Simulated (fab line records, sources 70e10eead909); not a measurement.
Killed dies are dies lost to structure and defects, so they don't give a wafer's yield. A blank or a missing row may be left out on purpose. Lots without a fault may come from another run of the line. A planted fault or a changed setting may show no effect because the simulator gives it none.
fab line records | flow nand_harc
record lots=14 wafers=42 last_day=33
route steps=1302 shown A_CONTACT@1005 THIN_TSV@1265 END@1302
lots that met no fault: from a run of the same line without faults
start_h: hours from the record's first day to the start of the lot's first wafer shown | wait_h: hours since the lot's step before | " the same as in the row above | L1.1+2: a row that stands for several wafers | - no value, or no start given | * or withheld: withheld | < > ~ a bound
route shown NAME@n: a module of which the file shows steps, and the number in the route of the first | usual: mean/standard deviation of fault-free wafers | same: alike in all rows | chamber/n: place in a boat | sites: the reading at each site | _std_site: their standard deviation | _edge_site: outer sites' mean less inner sites' | radius_mm: how far each site lies from the wafer's centre | mask NAME#n: copy n | behind: the tool/chamber that last shaped the wafer | hold: why the lot was held/for how many hours/how that ended | device: the transistor (n, p or np) that didn't switch | end of line: the same wafers' tests at the end of the route | a step without rows: its recipe alone | killed: dies lost to structure and defects at the first sort, not the wafer's yield | map: a wafer's dies, x killed, . not, _ none there
set.NAME: the setting as run; set.NAME@STEP: as run at that earlier step | model.NAME: the simulator's own value behind a step, which no gauge read
steps of the route over a sample of lots; a table a step, a row a wafer
services: from which hour (start_h, from the record's first day; less than 0 if before it) a tool's chamber was out of use, for how many hours, and why
## steps
# step NHARC_A_CONTACT_ETCH_111
# recipe source_w=withheld pressure_mtorr=20 bias_v=withheld time_s=140 target_depth_a=7000 ar_flow_sccm=withheld c4f8_flow_sccm=withheld o2_flow_sccm=withheld chemistry=C4F8/O2/Ar
# columns lot.wafer tool chamber start_h wait_h rf_hours_counter_h
L782.2 har_cap_etch-01 1 488.28 - 125
L782.1 " 0 " " 125
L782.5 " 0 " " -
L785.2 har_cap_etch-02 1 503.89 - 84
L785.3 " 1 " " -
L785.5 " 1 " " -
L784.3 har_cap_etch-03 1 507.47 - -
L784.4 " 0 " " -
L784.5 " 0 " " -
L783.2 har_cap_etch-03 1 513.80 - 45
L783.4 " 0 " " -
L783.5 " 0 " " -
L787.1 har_cap_etch-03 0 531.73 - 49
L787.3 " 1 " " -
L787.4 " 0 " " -
L788.3 har_cap_etch-03 0 548.85 - -
L788.6 " 1 " " -
L788.5 " 0 " " -
L790.3 har_cap_etch-03 1 567.52 - -
L790.4 " 0 " " -
L790.5 " 0 " " -
L797.1 har_cap_etch-03 1 636.40 - 65
L797.3 " 1 " " -
L797.6 " 1 " " -
L798.3 har_cap_etch-03 0 646.39 - -
L798.4 " 1 " " -
L798.5 " 0 " " -
L799.2 har_cap_etch-02 0 646.63 - 111
L799.3 " 0 " " -
L799.6 " 0 " " -
L800.1 har_cap_etch-01 1 647.17 - 25
L800.3 " 1 " " -
L800.6 " 1 " " -
L802.1 har_cap_etch-03 0 687.79 - 75
L802.2 " 1 " " 75
L802.5 " 1 " " -
L804.3 har_cap_etch-03 0 722.56 - -
L804.5 " 0 " " -
L804.6 " 1 " " -
L805.3 har_cap_etch-02 1 722.76 - -
L805.4 " 0 " " -
L805.6 " 1 " " -
# step NHARC_THIN_TSV_STRIP_45
# recipe power_w=1500 temp_c=250 chemistry=O2
# usual drypump_motor_current_A=5.7/0.34 heater_power_w=347/26
# columns lot.wafer tool chamber start_h wait_h drypump_motor_current_A heater_power_w rf_hours_counter_h
L782.1 plasma_asher-01 1 545.63 0.1 5.9 389 3
L782.2 " 0 " " 6.2 354 3
L782.5 " 1 " " 5.9 393 -
L784.3 plasma_asher-02 0 563.44 0.2 5.5 353 -
L784.4 " 1 " " 5.3 316 -
L784.5 " 0 " " 5.5 342 -
L785.2 plasma_asher-02 1 564.68 0.1 5.3 324 24
L785.3 " 1 " " 5.3 321 -
L785.5 " 1 " " 5.3 317 -
L783.2 plasma_asher-01 1 567.98 0.1 5.9 387 7
L783.4 " 1 " " 5.9 387 -
L783.5 " 0 " " 6.2 344 -
L787.1 plasma_asher-02 1 586.45 0.1 5.3 307 30
L787.4 " 0 " " 5.5 345 -
L787.3 " 1 " " 5.3 319 -
L788.3 plasma_asher-02 1 605.30 0.2 5.3 310 -
L788.5 " 1 " " 5.3 323 -
L788.6 " 0 " " 5.5 347 -
L790.4 plasma_asher-01 1 622.37 0.2 5.9 390 -
L790.3 " 0 " " 6.2 353 -
L790.5 " 1 " " 5.9 380 -
L797.1 plasma_asher-02 1 695.86 0.1 5.3 314 15
L797.3 " 0 " " 5.5 338 -
L797.6 " 0 " " 5.5 340 -
L799.2 plasma_asher-02 1 701.77 0.3 5.3 319 18
L799.3 " 1 " " 5.3 316 -
L799.6 " 0 " " 5.5 340 -
L798.3 plasma_asher-01 1 706.38 0.2 5.9 404 -
L798.4 " 0 " " 6.2 363 -
L798.5 " 1 " " 5.9 399 -
L800.1 plasma_asher-02 1 707.51 0.1 5.3 316 19
L800.3 " 1 " " 5.3 324 -
L800.6 " 0 " " 5.5 331 -
L802.1 plasma_asher-02 0 747.47 0.1 5.5 344 28
L802.2 " 1 " " 5.3 321 28
L802.5 " 1 " " 5.3 322 -
L804.3 plasma_asher-02 1 779.93 0.2 5.3 316 -
L804.6 " 0 " " 5.5 346 -
L804.5 " 1 " " 5.3 319 -
L805.3 plasma_asher-02 0 781.21 0.2 5.5 344 -
L805.4 " 1 " " 5.3 315 -
L805.6 " 1 " " 5.3 318 -
# step NHARC_THIN_TSV_STRIP_62
# recipe power_w=1500 temp_c=250 time_s=20 chemistry=N2/H2
# usual drypump_motor_current_A=5.7/0.34 heater_power_w=351/26
# columns lot.wafer tool chamber start_h wait_h drypump_motor_current_A heater_power_w rf_hours_counter_h
L782.1 plasma_asher-01 0 547.18 - 6.1 346 3
L782.2 " 1 " " 5.9 389 3
L782.5 " 0 " " 6.2 341 -
L784.4 plasma_asher-01 1 564.94 - 5.9 386 -
L784.3 " 0 " " 6.2 344 -
L784.5 " 1 " " 5.9 396 -
L785.2 plasma_asher-01 1 566.22 - 5.9 395 6
L785.3 " 1 " " 5.9 382 -
L785.5 " 0 " " 6.2 344 -
L783.2 plasma_asher-01 0 569.53 - 6.2 341 7
L783.4 " 1 " " 5.9 379 -
L783.5 " 0 " " 6.2 346 -
L787.1 plasma_asher-02 0 587.98 - 5.5 359 30
L787.3 " 1 " " 5.3 312 -
L787.4 " 0 " " 5.5 342 -
L788.3 plasma_asher-01 0 606.81 - 6.2 346 -
L788.5 " 0 " " 6.2 343 -
L788.6 " 1 " " 5.9 389 -
L790.3 plasma_asher-01 0 623.91 - 6.1 349 -
L790.4 " 1 " " 5.9 379 -
L790.5 " 1 " " 5.9 373 -
L797.1 plasma_asher-02 1 697.55 - 5.3 317 16
L797.3 " 0 " " 5.5 341 -
L797.6 " 1 " " 5.3 309 -
L799.2 plasma_asher-02 0 703.36 - 5.5 343 18
L799.3 " 1 " " 5.3 315 -
L799.6 " 1 " " 5.3 319 -
L798.3 plasma_asher-01 1 707.90 - 5.9 384 -
L798.4 " 0 " " 6.2 357 -
L798.5 " 1 " " 5.9 403 -
L800.1 plasma_asher-02 1 709.05 - 5.3 316 20
L800.3 " 0 " " 5.5 338 -
L800.6 " 0 " " 5.5 338 -
L802.1 plasma_asher-01 0 749.02 - 6.2 355 11
L802.2 " 1 " " 5.9 390 11
L802.5 " 1 " " 5.9 393 -
L804.3 plasma_asher-01 0 781.40 - 6.1 371 -
L804.5 " 0 " " 6.2 351 -
L804.6 " 1 " " 5.9 389 -
L805.3 plasma_asher-02 0 782.86 - 5.5 344 -
L805.4 " 1 " " 5.3 314 -
L805.6 " 1 " " 5.3 315 -
# step NHARC_THIN_TSV_CD_MEAS_37
# usual cd_nm=5002.9/2.2
# columns lot.wafer tool chamber start_h wait_h cd_nm
L782.1 cd_sem-01 - 551.92 - 5002.2
L782.2 " - " " 5006.3
L782.5 " - " " 4999.4
L784.3 cd_sem-02 - 569.52 - 5005.8
L784.4 " - " " 5000.8
L784.5 " - " " 5000.8
L785.2 cd_sem-03 - 571.05 - 5004.3
L785.3 " - " " 5003.5
L785.5 " - " " 5004.1
L783.2 cd_sem-03 - 574.47 - 5000.4
L783.4 " - " " 4998.2
L783.5 " - " " 5003.8
L787.1 cd_sem-03 - 592.95 - 5003.0
L787.3 " - " " 5003.1
L787.4 " - " " 5001.4
L788.3 cd_sem-01 - 611.53 - 5001.1
L788.5 " - " " 5005.8
L788.6 " - " " 5003.9
L790.3 cd_sem-03 - 628.63 - 5002.7
L790.4 " - " " 5004.8
L790.5 " - " " 5003.4
L797.1 cd_sem-02 - 702.28 - 5000.4
L797.3 " - " " 5007.2
L797.6 " - " " 5004.1
L799.2 cd_sem-03 - 708.10 - 5003.6
L799.3 " - " " 5005.9
L799.6 " - " " 5003.7
L798.3 cd_sem-01 - 712.62 - 5003.6
L798.4 " - " " 5000.0
L798.5 " - " " 5003.5
L800.1 cd_sem-03 - 713.79 - 4998.5
L800.3 " - " " 4999.8
L800.6 " - " " 4999.9
L802.1 cd_sem-01 - 753.65 - 5002.8
L802.2 " - " " 5000.0
L802.5 " - " " 4999.0
L804.3 cd_sem-02 - 786.03 - 5003.3
L804.5 " - " " 5004.4
L804.6 " - " " 5003.1
L805.3 cd_sem-03 - 787.43 - 5003.3
L805.4 " - " " 5003.7
L805.6 " - " " 5003.7
# step NHARC_END_SORT_01
# recipe temp_c=25
# usual killed_at_array=57/19 killed_at_other=0.9/1.1 killed_at_periphery=4.0/2.6 killed_dies=62/19 killed_open=3.3/1.8 killed_short=2.4/1.7
# same gross_dies=677
# columns lot.wafer tool chamber start_h wait_h killed_at_array killed_at_other killed_at_periphery killed_dies killed_open killed_short
L782.1 prober-02 0 559.69 2.5 72 0 5 77 5 4
L782.2 prober-02 0 560.48 2.8 74 0 10 84 3 2
L782.5 prober-02 0 562.87 3.7 72 0 6 78 5 6
L787.1 prober-02 0 599.16 2.5 85 0 4 89 3 2
L787.3 prober-02 0 600.75 3.1 86 0 2 88 1 4
L787.4 prober-02 0 601.55 3.4 86 0 2 88 5 2
L788.3 prober-01 0 619.78 3.1 141 1 1 143 6 2
L788.5 prober-01 0 621.41 3.8 141 1 5 147 3 1
L788.6 prober-01 0 622.22 4.1 125 2 0 127 1 1
L790.3 prober-01 0 636.79 3.1 134 2 0 136 2 0
L790.4 prober-01 0 637.59 3.4 144 0 2 146 3 6
L790.5 prober-01 0 638.39 3.7 135 1 0 136 2 2
L797.1 prober-02 0 710.92 2.5 83 1 2 86 2 4
L797.3 prober-02 0 712.50 3.1 79 1 1 81 2 1
L797.6 prober-02 0 714.86 3.9 76 0 4 80 7 2
L798.3 prober-01 0 723.80 3.1 51 1 5 57 2 2
L798.4 prober-01 0 724.59 3.4 44 2 6 52 5 3
L798.5 prober-01 0 725.39 3.7 47 4 5 56 5 2
# killed by level:class
L782.1 A_CHANNEL_HOLE_D1:chamber_film_flake=37 A_SLIT:chamber_film_flake=8 A_CONTACT:chamber_film_flake=6 A_STAIRCASE:chamber_film_flake=5 A_M0:geometric_particle:open=3 A_BONDPAD:chamber_film_flake=3 A_CHANNEL_HOLE_D2:chamber_film_flake=2 P_BONDPAD:chamber_film_flake=2
L782.2 A_CHANNEL_HOLE_D1:chamber_film_flake=24 A_SLIT:chamber_film_flake=19 A_CHANNEL_HOLE_D2:chamber_film_flake=7 A_STAIRCASE:chamber_film_flake=6 A_SGD_CUT:chamber_film_flake=6 P_ZERO_WELL:chamber_film_flake=5 A_CONTACT:chamber_film_flake=3 P_STI:chamber_film_flake=2
L782.5 A_CHANNEL_HOLE_D1:chamber_film_flake=31 A_SLIT:chamber_film_flake=15 A_CHANNEL_HOLE_D2:chamber_film_flake=8 A_STAIRCASE:chamber_film_flake=5 A_CONTACT:chamber_film_flake=5 P_CONTACT:geometric_particle:open=2 A_CHANNEL_FILL_D1:geometric_particle:short=2 A_WL_FILL:geometric_particle:short=2
L787.1 A_CHANNEL_HOLE_D2:chamber_film_flake=26 A_CHANNEL_HOLE_D1:chamber_film_flake=24 A_SLIT:chamber_film_flake=24 A_CONTACT:chamber_film_flake=6 P_STI:chamber_film_flake=3 P_STI:geometric_particle:short=1 A_ONON_D1:geometric_particle:short=1 A_CHANNEL_FILL_D1:geometric_particle:open=1
L787.3 A_CHANNEL_HOLE_D1:chamber_film_flake=28 A_CHANNEL_HOLE_D2:chamber_film_flake=22 A_SLIT:chamber_film_flake=21 A_CONTACT:chamber_film_flake=9 A_CHANNEL_FILL_D1:geometric_particle:short=2 A_ONON_D2:geometric_particle:short=2 P_GATE:geometric_particle:open=1 P_M0:chamber_film_flake=1
L787.4 A_CHANNEL_HOLE_D2:chamber_film_flake=29 A_CHANNEL_HOLE_D1:chamber_film_flake=23 A_SLIT:chamber_film_flake=15 A_CONTACT:chamber_film_flake=10 A_BLC:geometric_particle:open=2 P_STI:chamber_film_flake=2 A_STAIRCASE:chamber_film_flake=2 A_SOURCE_PLATE:geometric_particle:short=1
L788.3 A_CONTACT:unspecified=92 A_CHANNEL_HOLE_D1:chamber_film_flake=29 A_CHANNEL_HOLE_D2:chamber_film_flake=7 A_CONTACT:chamber_film_flake=2 A_BONDPAD:chamber_film_flake=2 P_GATE:geometric_particle:open=1 A_SOURCE_PLATE:geometric_particle:open=1 A_CHANNEL_HOLE_D1:geometric_particle:open=1
L788.5 A_CONTACT:unspecified=90 A_CHANNEL_HOLE_D1:chamber_film_flake=34 A_CHANNEL_HOLE_D2:chamber_film_flake=8 A_BONDPAD:chamber_film_flake=4 P_M0:geometric_particle:open=2 P_STI:geometric_particle:short=1 A_ONON_D1:geometric_particle:open=1 P_GATE:chamber_film_flake=1
L788.6 A_CONTACT:unspecified=84 A_CHANNEL_HOLE_D1:chamber_film_flake=27 A_CHANNEL_HOLE_D2:chamber_film_flake=6 THIN_TSV:chamber_film_flake=2 A_STAIRCASE:chamber_film_flake=2 A_BONDPAD:chamber_film_flake=2 A_WL_FILL:geometric_particle:short=1 A_BLC:geometric_particle:open=1
L790.3 A_CONTACT:unspecified=84 A_CHANNEL_HOLE_D2:chamber_film_flake=28 A_CHANNEL_HOLE_D1:chamber_film_flake=7 A_BLC:chamber_film_flake=5 A_CHANNEL_FILL_D1:chamber_film_flake=4 A_WL_FILL:chamber_film_flake=2 A_ONON_D2:geometric_particle:open=1 A_M0:geometric_particle:open=1
L790.4 A_CONTACT:unspecified=88 A_CHANNEL_HOLE_D2:chamber_film_flake=32 A_BLC:chamber_film_flake=5 A_CHANNEL_HOLE_D1:chamber_film_flake=3 A_WL_FILL:geometric_particle:short=2 A_STAIRCASE:chamber_film_flake=2 A_WL_FILL:chamber_film_flake=2 P_CONTACT:geometric_particle:open=1
L790.5 A_CONTACT:unspecified=86 A_CHANNEL_HOLE_D2:chamber_film_flake=28 A_CHANNEL_HOLE_D1:chamber_film_flake=6 A_BLC:chamber_film_flake=4 A_DECK1_JOINT:chamber_film_flake=2 A_CONTACT:chamber_film_flake=2 A_CHANNEL_FILL_D1:geometric_particle:short=1 A_CHANNEL_HOLE_D2:geometric_particle:short=1
L797.1 A_CHANNEL_HOLE_D1:chamber_film_flake=29 A_SLIT:chamber_film_flake=27 A_CHANNEL_HOLE_D2:chamber_film_flake=14 A_M1:chamber_film_flake=4 A_CONTACT:chamber_film_flake=3 P_CONTACT:geometric_particle:short=1 P_CONTACT:geometric_particle:open=1 A_CHANNEL_FILL_D1:geometric_particle:open=1
L797.3 A_SLIT:chamber_film_flake=36 A_CHANNEL_HOLE_D1:chamber_film_flake=25 A_CHANNEL_HOLE_D2:chamber_film_flake=8 A_STAIRCASE:chamber_film_flake=3 A_CONTACT:chamber_film_flake=2 A_M1:chamber_film_flake=2 P_M0:geometric_particle:open=1 A_DECK1_JOINT:geometric_particle:short=1
L797.6 A_CHANNEL_HOLE_D1:chamber_film_flake=31 A_SLIT:chamber_film_flake=20 A_CHANNEL_HOLE_D2:chamber_film_flake=12 A_ONON_D2:geometric_particle:open=3 A_STAIRCASE:chamber_film_flake=2 A_CONTACT:chamber_film_flake=2 P_GATE:geometric_particle:short=1 P_CONTACT:geometric_particle:open=1
L798.3 A_CHANNEL_HOLE_D1:chamber_film_flake=38 P_CONTACT:chamber_film_flake=4 A_SLIT:chamber_film_flake=4 A_DECK1_JOINT:chamber_film_flake=2 A_WL_FILL:chamber_film_flake=2 P_M1:geometric_particle:open=1 A_SOURCE_PLATE:geometric_particle:open=1 A_CHANNEL_FILL_D2:geometric_particle:short=1
L798.4 A_CHANNEL_HOLE_D1:chamber_film_flake=24 P_M2:chamber_film_flake=5 A_CONTACT:chamber_film_flake=5 A_CHANNEL_FILL_D2:geometric_particle:open=2 A_WL_FILL:geometric_particle:open=2 A_CHANNEL_FILL_D1:chamber_film_flake=2 A_STAIRCASE:chamber_film_flake=2 A_SGD_CUT:chamber_film_flake=2
L798.5 A_CHANNEL_HOLE_D1:chamber_film_flake=29 A_SLIT:chamber_film_flake=6 THIN_TSV:chamber_film_flake=4 A_CONTACT:chamber_film_flake=3 P_CONTACT:chamber_film_flake=2 P_GATE:geometric_particle:open=1 A_SOURCE_PLATE:geometric_particle:open=1 A_CHANNEL_FILL_D1:geometric_particle:open=1
## services
# columns tool chamber start_h hours kind
har_cap_etch-01 - 494.23 0.3 repair
har_cap_etch-01 - 497.00 17.0 pm
plasma_asher-01 - 519.24 9.0 pm
plasma_asher-01 0 519.24 9.0 vent_cycle
plasma_asher-01 1 519.24 9.0 vent_cycle
plasma_asher-01 0 528.24 - clean
plasma_asher-01 1 528.24 - clean
plasma_asher-02 - 613.62 9.0 pm
plasma_asher-02 0 613.62 9.0 vent_cycle
plasma_asher-02 1 613.62 9.0 vent_cycle
plasma_asher-02 0 622.62 - clean
plasma_asher-02 1 622.62 - clean
har_cap_etch-01 - 626.72 0.7 repair
plasma_asher-01 - 696.24 9.0 pm
plasma_asher-01 0 696.24 9.0 vent_cycle
plasma_asher-01 1 696.24 9.0 vent_cycle
plasma_asher-01 0 705.24 - clean
plasma_asher-01 1 705.24 - clean
har_cap_etch-01 - 714.15 20.4 repair
plasma_asher-02 - 717.55 1.2 repair
har_cap_etch-02 - 754.00 17.0 pm
har_cap_etch-02 0 754.00 17.0 vent_cycle
har_cap_etch-02 1 754.00 17.0 vent_cycle
plasma_asher-01 - 763.82 0.7 repair
## key
first_sign step=NHARC_END_SORT_01 reading=killed_at_array direction=up sigmas=4.3 usual=57 struck=137
effect step=NHARC_END_SORT_01 reading=killed_dies direction=up sigmas=4.2 usual=62 struck=139
more_kills_born_at NHARC_A_CONTACT_ETCH_111@har_cap_etch-03=522
met_at NHARC_A_CONTACT_ETCH_111
struck_lots L788,L790
tester_left_out L788,L790
not_acting_at NHARC_THIN_TSV_STRIP_45,NHARC_THIN_TSV_STRIP_62,NHARC_THIN_TSV_CD_MEAS_37
onset_between 531.73 548.85
fault kind=chamber_particle_source tool=har_cap_etch-03 chamber=- onset_h=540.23 steps=NHARC_A_CONTACT_ETCH_111 rate_per_visit_cm2=0.90851 end_h=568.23
# tester_left_out: of these lots the tester's yield and bins aren't shown, on N5 and GAA mostly nor the transistor test; their killed dies are dies lost to structure and defects alone, not to doping, threshold or leakage, so they don't give the yield
